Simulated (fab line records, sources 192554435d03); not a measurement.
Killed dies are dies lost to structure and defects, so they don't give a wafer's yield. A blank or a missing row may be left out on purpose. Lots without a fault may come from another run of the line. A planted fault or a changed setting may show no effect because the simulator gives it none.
Which tool did it? | flow n5_finfet | 24 lots, 72 wafers sampled, at 6 steps of a route of 1938

WHAT THE GAUGES READ, wafer by wafer
N5_BEOL_M10_INSPECT_13: inspects for defects (brightfield).
lot  | measured     | on                | raw_defect_count
L074 | day 9 12:15  | defect_inspect-02 | 572 339 410
L076 | day 9 23:27  | defect_inspect-01 | 706 404 369
L075 | day 10 03:19 | defect_inspect-01 | 359 315 486
L077 | day 10 11:25 | defect_inspect-02 | 459 401 414
L078 | day 10 19:47 | defect_inspect-01 | 827 493 690
L079 | day 11 02:03 | defect_inspect-01 | 472 578 555
L081 | day 11 06:51 | defect_inspect-01 | 435 457 498
L080 | day 11 16:59 | defect_inspect-02 | 428 332 424
L082 | day 11 23:23 | defect_inspect-01 | 527 434 860
L083 | day 12 06:17 | defect_inspect-02 | 330 363 370
L084 | day 12 09:32 | defect_inspect-01 | 302 441 320
L086 | day 12 19:35 | defect_inspect-01 | 308 499 374
L088 | day 13 02:36 | defect_inspect-01 | 312 541 440
L085 | day 13 02:50 | defect_inspect-01 | 291 398 381
L087 | day 13 05:17 | defect_inspect-02 | 338 299 299
L089 | day 13 12:10 | defect_inspect-02 | 454 346 432
L091 | day 14 06:01 | defect_inspect-01 | 482 411 377
L093 | day 14 18:41 | defect_inspect-02 | 285 395 287
L090 | day 14 18:53 | defect_inspect-01 | 329 370 352
L092 | day 15 01:32 | defect_inspect-02 | 289 393 338
L094 | day 15 14:55 | defect_inspect-01 | 670 688 467
L096 | day 15 17:40 | defect_inspect-02 | 415 426 359
L095 | day 15 18:20 | defect_inspect-01 | 632 611 442
L097 | day 16 03:32 | defect_inspect-02 | 288 366 369

N5_BEOL_M10_CD_MEAS_35: target cd 70 nm.
lot  | measured     | on        | cd_nm (nm)
L074 | day 9 15:05  | cd_sem-02 | 68.8 68.3 69.1
L076 | day 10 01:32 | cd_sem-01 | 69.1 69.9 69.5
L075 | day 10 07:32 | cd_sem-02 | 70.2 70.4 70.3
L077 | day 10 13:20 | cd_sem-01 | 68.7 68.8 67.9
L078 | day 10 23:09 | cd_sem-03 | 67.6 68.2 68.4
L079 | day 11 06:18 | cd_sem-02 | 70.5 69.5 68.8
L081 | day 11 09:56 | cd_sem-02 | 70.0 70.7 69.7
L080 | day 11 21:08 | cd_sem-01 | 68.1 69.4 69.9
L082 | day 12 02:04 | cd_sem-03 | 69.5 69.5 69.7
L083 | day 12 08:38 | cd_sem-02 | 68.5 69.4 69.3
L084 | day 12 11:45 | cd_sem-02 | 70.5 69.4 70.0
L086 | day 12 21:50 | cd_sem-03 | 69.6 68.8 68.4
L088 | day 13 06:59 | cd_sem-01 | 70.5 71.4 70.5
L085 | day 13 07:33 | cd_sem-02 | 69.6 68.4 68.6
L087 | day 13 08:52 | cd_sem-02 | 71.1 69.8 70.1
L089 | day 13 15:57 | cd_sem-02 | 70.2 70.5 69.5
L091 | day 14 10:48 | cd_sem-02 | 70.0 69.1 68.9
L093 | day 14 20:33 | cd_sem-03 | 70.4 69.9 68.9
L090 | day 14 21:31 | cd_sem-03 | 70.3 70.0 69.4
L092 | day 15 03:13 | cd_sem-02 | 69.4 68.9 69.5
L094 | day 15 17:35 | cd_sem-03 | 68.3 71.2 68.5
L096 | day 15 20:34 | cd_sem-01 | 70.3 70.6 70.0
L095 | day 15 21:30 | cd_sem-02 | 69.0 70.6 68.9
L097 | day 16 05:59 | cd_sem-02 | 69.6 70.4 70.5

N5_BEOL_M11_INSPECT_13: inspects for defects (brightfield).
lot  | measured     | on                | raw_defect_count
L074 | day 9 21:31  | defect_inspect-01 | 363 424 565
L076 | day 10 08:16 | defect_inspect-01 | 524 535 606
L075 | day 10 12:08 | defect_inspect-01 | 415 371 418
L077 | day 10 19:44 | defect_inspect-01 | 455 643 511
L078 | day 11 06:24 | defect_inspect-02 | 524 415 289
L079 | day 11 11:02 | defect_inspect-01 | 394 429 356
L081 | day 11 17:13 | defect_inspect-02 | 407 313 409
L080 | day 12 02:46 | defect_inspect-02 | 463 426 428
L082 | day 12 06:13 | defect_inspect-01 | 485 389 408
L083 | day 12 15:01 | defect_inspect-01 | 294 593 312
L084 | day 12 18:24 | defect_inspect-01 | 473 515 268
L086 | day 13 02:59 | defect_inspect-01 | 458 349 480
L088 | day 13 11:50 | defect_inspect-02 | 406 336 381
L085 | day 13 11:23 | defect_inspect-02 | 369 325 307
L087 | day 13 13:17 | defect_inspect-01 | 434 409 433
L089 | day 13 21:35 | defect_inspect-01 | 370 339 251
L091 | day 14 15:06 | defect_inspect-01 | 251 216 379
L093 | day 15 02:28 | defect_inspect-02 | 570 661 656
L090 | day 15 02:17 | defect_inspect-01 | 330 349 361
L092 | day 15 07:29 | defect_inspect-02 | 478 419 390
L094 | day 15 22:17 | defect_inspect-02 | 461 513 461
L096 | day 16 03:08 | defect_inspect-02 | 420 339 388
L095 | day 16 03:28 | defect_inspect-02 | 413 348 448
L097 | day 16 10:13 | defect_inspect-02 | 472 407 485

WHICH TOOL RAN EACH LOT (tool, then ch and the chambers of the sampled wafers, then the start)
lot  | N5_BEOL_M10_ETCH_62                | N5_BEOL_M10_ETCH_65                | N5_BEOL_M10_ETCH_41
L074 | rie_diel-04 ch 0,2,3, day 9 12:22  | rie_diel-04 ch 0,2,3, day 9 14:28  | rie_diel-04 ch 0,2,3, day 9 15:05 or earlier
L076 | rie_diel-02 ch 0,1,3, day 9 23:50  | rie_diel-02 ch 0,3, day 10 00:56   | rie_diel-02 ch 0,3, day 10 01:32 or earlier
L075 | rie_diel-02 ch 0,1,3, day 10 03:26 | rie_diel-04 ch 0,2, day 10 06:55   | rie_diel-04 ch 0,2, day 10 07:32 or earlier
L077 | rie_diel-04 ch 2,3, day 10 11:32   | rie_diel-02 ch 0,2,3, day 10 12:44 | rie_diel-02 ch 0,2,3, day 10 13:20 or earlier
L078 | rie_diel-04 ch 2,3, day 10 20:52   | rie_diel-02 ch 1,3, day 10 22:32   | rie_diel-02 ch 1,3, day 10 23:09 or earlier
L079 | rie_diel-02 ch 0,1,3, day 11 02:10 | rie_diel-02 ch 0,1,3, day 11 05:41 | rie_diel-02 ch 0,1,3, day 11 06:18 or earlier
L081 | rie_diel-05 ch 0,1,2, day 11 06:58 | rie_diel-02 ch 0,2, day 11 09:15   | rie_diel-02 ch 0,2, day 11 09:56 or earlier
L080 | rie_diel-04 ch 1,2,3, day 11 17:06 | rie_diel-02 ch 1,2,3, day 11 20:31 | rie_diel-02 ch 1,2,3, day 11 21:08 or earlier
L082 | rie_diel-04 ch 0,2, day 11 23:29   | rie_diel-05 ch 0,1,2, day 12 01:26 | rie_diel-05 ch 0,1,2, day 12 02:04 or earlier
L083 | rie_diel-04 ch 0,3, day 12 06:33   | rie_diel-02 ch 0,2, day 12 07:55   | rie_diel-02 ch 0,2, day 12 08:38 or earlier
L084 | rie_diel-05 ch 0,1, day 12 09:39   | rie_diel-02 ch 0,1,2, day 12 11:03 | rie_diel-02 ch 0,1,2, day 12 11:45 or earlier
L086 | rie_diel-05 ch 0,1,2, day 12 19:43 | rie_diel-04 ch 1,3, day 12 21:13   | rie_diel-04 ch 1,3, day 12 21:50 or earlier
L088 | rie_diel-02 ch 1,2,3, day 13 03:17 | rie_diel-02 ch 0,1,2, day 13 06:22 | rie_diel-02 ch 0,1,2, day 13 06:59 or earlier
L085 | rie_diel-02 ch 1,2,3, day 13 03:54 | rie_diel-04 ch 1,2, day 13 06:56   | rie_diel-04 ch 1,2, day 13 07:33 or earlier
L087 | rie_diel-02 ch 0,1,2, day 13 07:01 | rie_diel-02 ch 0,1,2, day 13 08:16 | rie_diel-02 ch 0,1,2, day 13 08:52 or earlier
L089 | rie_diel-04 ch 0,1,2, day 13 12:22 | rie_diel-02 ch 0,2, day 13 15:20   | rie_diel-02 ch 0,2, day 13 15:57 or earlier
L091 | rie_diel-04 ch 0,2, day 14 06:18   | rie_diel-02 ch 0,1,2, day 14 10:11 | rie_diel-02 ch 0,1,2, day 14 10:48 or earlier
L093 | rie_diel-05 ch 0,2, day 14 18:48   | rie_diel-02 ch 1,3, day 14 19:56   | rie_diel-02 ch 1,3, day 14 20:33 or earlier
L090 | rie_diel-02 ch 1,2,3, day 14 19:01 | rie_diel-04 ch 1,2, day 14 20:54   | rie_diel-04 ch 1,2, day 14 21:31 or earlier
L092 | rie_diel-04 ch 1,2,3, day 15 01:39 | rie_diel-04 ch 0,1,2, day 15 02:36 | rie_diel-04 ch 0,1,2, day 15 03:13 or earlier
L094 | rie_diel-02 ch 0,2,3, day 15 15:09 | rie_diel-04 ch 0,1,2, day 15 16:58 | rie_diel-04 ch 0,1,2, day 15 17:35 or earlier
L096 | rie_diel-04 ch 0,1, day 15 17:47   | rie_diel-04 ch 1,2, day 15 19:56   | rie_diel-04 ch 1,2, day 15 20:34 or earlier
L095 | rie_diel-02 ch 0,1,3, day 15 18:28 | rie_diel-05 ch 0,1, day 15 20:53   | rie_diel-05 ch 0,1, day 15 21:30 or earlier
L097 | rie_diel-04 ch 1,2, day 16 03:38   | rie_diel-04 ch 0,1,3, day 16 05:23 | rie_diel-04 ch 0,1,3, day 16 05:59 or earlier
- N5_BEOL_M10_ETCH_62: etches SOC in N2/H2, target depth 110 nm, overetch 22 nm, time 165 s.
- N5_BEOL_M10_ETCH_65: etches SiARC in CF4, target depth 39 nm, time 65 s.
- N5_BEOL_M10_ETCH_41: etches SiCN in CH3F/O2, target depth 42.6 nm, time 86 s.

WHAT THE TOOLS THEMSELVES READ (means of the sampled wafers that have a number; where no wafer has one, the mark that the record gives instead)
N5_BEOL_M10_ETCH_62.
lot  | tool        | drypump_motor_current_A (A) | oes_product_au (a.u.) | rf_vpp_V (V) | showerhead_plenum_p_Torr (Torr) | throttle_valve_pct (%)
L074 | rie_diel-04 | 5.7                         | 0.69                  | 523.8        | 2.57                            | 17.86
L076 | rie_diel-02 | 6.2                         | 0.64                  | 522.6        | 2.52                            | 17.76
L075 | rie_diel-02 | 6.2                         | 0.65                  | 523.0        | 2.52                            | 17.77
L077 | rie_diel-04 | 5.8                         | 0.70                  | 522.9        | 2.49                            | 17.67
L078 | rie_diel-04 | 5.5                         | 0.63                  | 522.6        | 2.50                            | 18.04
L079 | rie_diel-02 | 6.2                         | 0.63                  | 523.2        | 2.51                            | 17.78
L081 | rie_diel-05 | 5.6                         | 0.66                  | 523.4        | 2.52                            | 17.67
L080 | rie_diel-04 | 5.6                         | 0.73                  | 523.6        | 2.53                            | 17.65
L082 | rie_diel-04 | 5.4                         | 0.78                  | 523.9        | 2.58                            | 17.94
L083 | rie_diel-04 | 5.9                         | 0.72                  | 523.8        | 2.54                            | 17.56
L084 | rie_diel-05 | 5.5                         | 0.69                  | 526.1        | 2.61                            | 17.56
L086 | rie_diel-05 | 5.6                         | 0.65                  | 523.4        | 2.51                            | 17.70
L088 | rie_diel-02 | 6.0                         | 0.69                  | 523.4        | 2.54                            | 17.78
L085 | rie_diel-02 | 6.0                         | 0.69                  | 523.3        | 2.54                            | 17.77
L087 | rie_diel-02 | 5.9                         | 0.77                  | 525.0        | 2.61                            | 17.61
L089 | rie_diel-04 | 5.5                         | 0.69                  | 525.4        | 2.61                            | 17.90
L091 | rie_diel-04 | 5.5                         | 0.71                  | 525.6        | 2.63                            | 17.99
L093 | rie_diel-05 | 5.4                         | 0.63                  | 520.2        | 2.41                            | 17.68
L090 | rie_diel-02 | 6.0                         | 0.75                  | 523.3        | 2.53                            | 17.67
L092 | rie_diel-04 | 5.6                         | 0.75                  | 523.2        | 2.52                            | 17.58
L094 | rie_diel-02 | 6.1                         | 0.76                  | 523.9        | 2.57                            | 17.56
L096 | rie_diel-04 | 5.5                         | 0.74                  | 525.8        | 2.64                            | 17.59
L095 | rie_diel-02 | 6.2                         | 0.75                  | 525.1        | 2.60                            | 17.55
L097 | rie_diel-04 | 5.4                         | 0.77                  | 524.0        | 2.57                            | 17.60

N5_BEOL_M10_ETCH_65.
lot  | tool        | drypump_motor_current_A (A) | etch_rf_on_time_s (s) | oes_product_au (a.u.) | rf_vpp_V (V) | showerhead_plenum_p_Torr (Torr) | throttle_valve_pct (%)
L074 | rie_diel-04 | 5.7                         | 66.1                  | 0.69                  | 184.5        | 2.16                            | 15.58
L076 | rie_diel-02 | 6.3                         | 66.5                  | 0.58                  | 183.4        | 2.06                            | 15.50
L075 | rie_diel-04 | 5.4                         | 66.5                  | 0.61                  | 184.4        | 2.16                            | 15.84
L077 | rie_diel-02 | 6.1                         | 66.1                  | 0.67                  | 183.3        | 2.09                            | 15.45
L078 | rie_diel-02 | 6.3                         | 69.3                  | 0.62                  | 184.1        | 2.13                            | 15.33
L079 | rie_diel-02 | 6.2                         | 67.3                  | 0.62                  | 183.6        | 2.10                            | 15.38
L081 | rie_diel-02 | 5.9                         | 65.3                  | 0.65                  | 183.3        | 2.06                            | 15.51
L080 | rie_diel-02 | 6.0                         | 67.8                  | 0.69                  | 184.8        | 2.13                            | 15.33
L082 | rie_diel-05 | 5.5                         | 65.9                  | 0.65                  | 184.9        | 2.12                            | 15.52
L083 | rie_diel-02 | 6.0                         | 65.7                  | 0.64                  | 182.1        | 2.06                            | 15.53
L084 | rie_diel-02 | 5.9                         | 66.4                  | 0.69                  | 182.8        | 2.10                            | 15.38
L086 | rie_diel-04 | 5.6                         | 65.4                  | 0.63                  | 183.8        | 2.17                            | 15.41
L088 | rie_diel-02 | 5.9                         | 65.5                  | 0.77                  | 184.1        | 2.18                            | 15.24
L085 | rie_diel-04 | 5.4                         | 66.3                  | 0.73                  | 184.2        | 2.13                            | 15.46
L087 | rie_diel-02 | 5.9                         | 66.7                  | 0.76                  | 184.7        | 2.18                            | 15.25
L089 | rie_diel-02 | 6.0                         | 63.2                  | 0.80                  | 184.6        | 2.22                            | 15.22
L091 | rie_diel-02 | 5.9                         | 67.0                  | 0.74                  | 185.3        | 2.18                            | 15.26
L093 | rie_diel-02 | 6.1                         | 68.8                  | 0.73                  | 184.5        | 2.13                            | 15.14
L090 | rie_diel-04 | 5.4                         | 65.4                  | 0.80                  | 184.3        | 2.16                            | 15.19
L092 | rie_diel-04 | 5.4                         | 65.9                  | 0.74                  | 185.4        | 2.18                            | 15.44
L094 | rie_diel-04 | 5.5                         | 65.6                  | 0.73                  | 183.8        | 2.18                            | 15.44
L096 | rie_diel-04 | 5.4                         | 67.3                  | 0.76                  | 184.4        | 2.12                            | 15.35
L095 | rie_diel-05 | 5.4                         | 63.8                  | 0.69                  | 184.3        | 2.19                            | 15.44
L097 | rie_diel-04 | 5.7                         | 66.2                  | 0.71                  | 184.5        | 2.18                            | 15.38

N5_BEOL_M10_ETCH_41.
lot  | tool        | O2_flow_sccm (sccm) | drypump_motor_current_A (A) | oes_product_au (a.u.) | rf_vpp_V (V) | showerhead_plenum_p_Torr (Torr) | throttle_valve_pct (%)
L074 | rie_diel-04 | 19.96               | 5.7                         | 0.82                  | 297.6        | 2.01                            | 16.25
L076 | rie_diel-02 | 19.85               | 6.3                         | 0.67                  | 295.6        | 1.93                            | 16.28
L075 | rie_diel-04 | 20.03               | 5.4                         | 0.72                  | 297.6        | 2.01                            | 16.51
L077 | rie_diel-02 | 20.01               | 6.1                         | 0.77                  | 296.1        | 1.95                            | 16.20
L078 | rie_diel-02 | 19.99               | 6.4                         | 0.73                  | 297.3        | 2.00                            | 16.13
L079 | rie_diel-02 | 20.04               | 6.2                         | 0.73                  | 296.5        | 1.97                            | 16.15
L081 | rie_diel-02 | 19.97               | 5.9                         | 0.75                  | 295.0        | 1.92                            | 16.22
L080 | rie_diel-02 | 20.00               | 6.0                         | 0.81                  | 297.5        | 1.99                            | 16.07
L082 | rie_diel-05 | 19.98               | 5.6                         | 0.77                  | 297.0        | 1.98                            | 16.20
L083 | rie_diel-02 | 19.99               | 5.9                         | 0.73                  | 295.6        | 1.92                            | 16.24
L084 | rie_diel-02 | 20.00               | 5.9                         | 0.80                  | 296.5        | 1.96                            | 16.10
L086 | rie_diel-04 | 20.03               | 5.7                         | 0.75                  | 297.8        | 2.02                            | 16.14
L088 | rie_diel-02 | 19.95               | 5.9                         | 0.90                  | 298.4        | 2.04                            | 15.94
L085 | rie_diel-04 | 20.05               | 5.4                         | 0.85                  | 297.2        | 1.99                            | 16.18
L087 | rie_diel-02 | 20.04               | 5.9                         | 0.90                  | 298.2        | 2.04                            | 15.95
L089 | rie_diel-02 | 19.95               | 5.9                         | 0.92                  | 299.7        | 2.08                            | 15.93
L091 | rie_diel-02 | 20.00               | 5.9                         | 0.86                  | 297.7        | 2.04                            | 15.99
L093 | rie_diel-02 | 20.00               | 6.1                         | 0.86                  | 297.8        | 2.00                            | 15.90
L090 | rie_diel-04 | 20.02               | 5.4                         | 0.93                  | 298.2        | 2.02                            | 15.94
L092 | rie_diel-04 | 20.02               | 5.5                         | 0.87                  | 298.1        | 2.03                            | 16.12
L094 | rie_diel-04 | 19.98               | 5.4                         | 0.85                  | 298.4        | 2.03                            | 16.14
L096 | rie_diel-04 | 20.02               | 5.4                         | 0.89                  | 297.2        | 1.98                            | 16.08
L095 | rie_diel-05 | 19.98               | 5.4                         | 0.80                  | 297.4        | 2.05                            | 16.14
L097 | rie_diel-04 | 20.11               | 5.7                         | 0.84                  | 297.8        | 2.03                            | 16.07

THE ANSWER, worked out from the rows above alone
Rule: what is usual is taken from the lots themselves. Put in order of their means at a reading, lots are off if they are a third of the lots or fewer, leave a main group of 4 or more, and stand apart from it by a gap of 3 or more times the standard deviation of the main group's means; of several such gaps the widest counts. A main group whose means are all the same, to the digits that the tables above print for the reading, isn't used. A lot without any number at a reading at which 4 lots or more have one is off too. The other lots that the step has rows for count as sound. The gauges are gone through in route order, then the tools' own readings, and for those a lot's mean is taken as printed above. The first step at which some lot is off is used, and at that step the reading that is off furthest; a lot without a number counts as furthest.
No lot is off at any reading shown: from this, nothing can be told.

WHAT THE SIMULATOR HAD PUT IN
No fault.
